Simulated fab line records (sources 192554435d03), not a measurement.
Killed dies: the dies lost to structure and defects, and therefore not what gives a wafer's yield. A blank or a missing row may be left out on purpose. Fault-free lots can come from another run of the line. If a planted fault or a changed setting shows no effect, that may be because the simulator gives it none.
Matching of chambers -- flow n5-finfet -- N5_MOL_CONTACT_COAG_ETCHBACK_135 on rie-diel-02 has 4 sister chambers
The step etches SiO2 in CHF3, target depth 25 nm, time 16.7 s. 8 wafers are shown with their chamber, then 12 later ones without.

WAFERS PAIRED WITH THEIR CHAMBERS
wafer,chamber,showerhead-plenum-p-Torr (Torr),throttle-valve-pct (%)
L083.1,1,2.52,18.28
L083.3,0,2.46,18.42
L086.3,0,2.45,18.43
L086.4,2,2.39,18.63
L087.4,2,2.39,18.62
L088.1,3,2.53,18.79
L088.3,1,2.52,18.30
L088.6,3,2.53,18.79

WAFERS WITH NO CHAMBER GIVEN
wafer,showerhead-plenum-p-Torr (Torr),throttle-valve-pct (%)
L089.1,2.45,18.45
L089.3,2.52,18.31
L089.5,2.39,18.64
L092.4,2.45,18.47
L092.5,2.39,18.65
L092.6,2.52,18.30
L093.2,2.51,18.32
L093.4,2.45,18.46
L093.5,2.53,18.80
L095.1,2.45,18.46
L095.4,2.38,18.66
L095.5,2.51,18.33

CHAMBER TAKEN BY EACH
wafer,from the rows above,in truth
L089.1,0,0
L089.3,1,1
L089.5,2,2
L092.4,0,0
L092.5,2,2
L092.6,1,1
L093.2,1,1
L093.4,0,0
L093.5,3,3
L095.1,0,0
L095.4,2,2
L095.5,1,1
Correctly placed: 12 of 12. Can't be placed from these rows: 0. Number placed wrongly: 0.
How it was worked out, from the rows above alone: a wafer's distance from a chamber is the root of the sum, over the readings, of the square of ((its reading less the chamber's mean) divided by the reading's scatter). The wafer belongs to the nearest chamber; if the next one is less than 2 further off, it can't be placed. Each chamber's mean is taken over the wafers shown for it. The scatter: take each reading less its chamber's mean, square it, sum over the shown wafers, divide by the number of wafers less the number of chambers, and take the root.
